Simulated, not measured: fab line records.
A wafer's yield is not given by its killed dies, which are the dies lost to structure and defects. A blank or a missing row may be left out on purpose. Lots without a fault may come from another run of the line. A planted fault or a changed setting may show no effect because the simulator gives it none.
Matching of chambers ; flow nand_harc ; 4 sister chambers for NHARC_P_M1_STRIP_18 on rie_diel-13
The step strips in N2/H2. 8 wafers are shown with their chamber, then 9 later ones without.

## WAFERS PAIRED WITH THEIR CHAMBERS
wafer;chamber;drypump_motor_current_A (A);oes_product_au (a.u.)
L077.3;1;5.41;1.005
L085.1;2;5.17;1.005
L088.1;3;5.71;1.005
L088.4;1;5.45;0.996
L088.6;0;5.66;0.997
L090.2;2;5.17;0.998
L090.4;3;5.71;1.000
L090.5;0;5.64;1.002

## WAFERS MISSING THEIR CHAMBER
wafer;drypump_motor_current_A (A);oes_product_au (a.u.)
L091.2;5.42;0.993
L091.3;5.64;0.997
L091.5;5.70;1.002
L093.1;5.73;0.994
L093.2;5.16;0.977
L093.6;5.71;0.993
L094.1;5.64;1.004
L094.4;5.18;0.998
L094.5;5.71;0.999

## EACH ONE'S CHAMBER
wafer;from the rows above;in truth
L091.2;1;1
L091.3;0;0
L091.5;3;3
L093.1;3;3
L093.2;2;2
L093.6;3;3
L094.1;0;0
L094.4;2;2
L094.5;3;3
Correct placement for 9 of the 9. Left unplaced by these rows: 0. 0 placed wrongly.
How it was worked out, from the rows above alone: a wafer's distance from a chamber is the root of the sum, over the readings, of the square of ((its reading less the chamber's mean) divided by the reading's scatter). The wafer belongs to the nearest chamber; if the next one is less than 2 further off, it can't be placed. The mean given for a chamber averages the wafers shown for that chamber. The scatter: take each reading less its chamber's mean, square it, sum over the shown wafers, divide by the number of wafers less the number of chambers, and take the root.
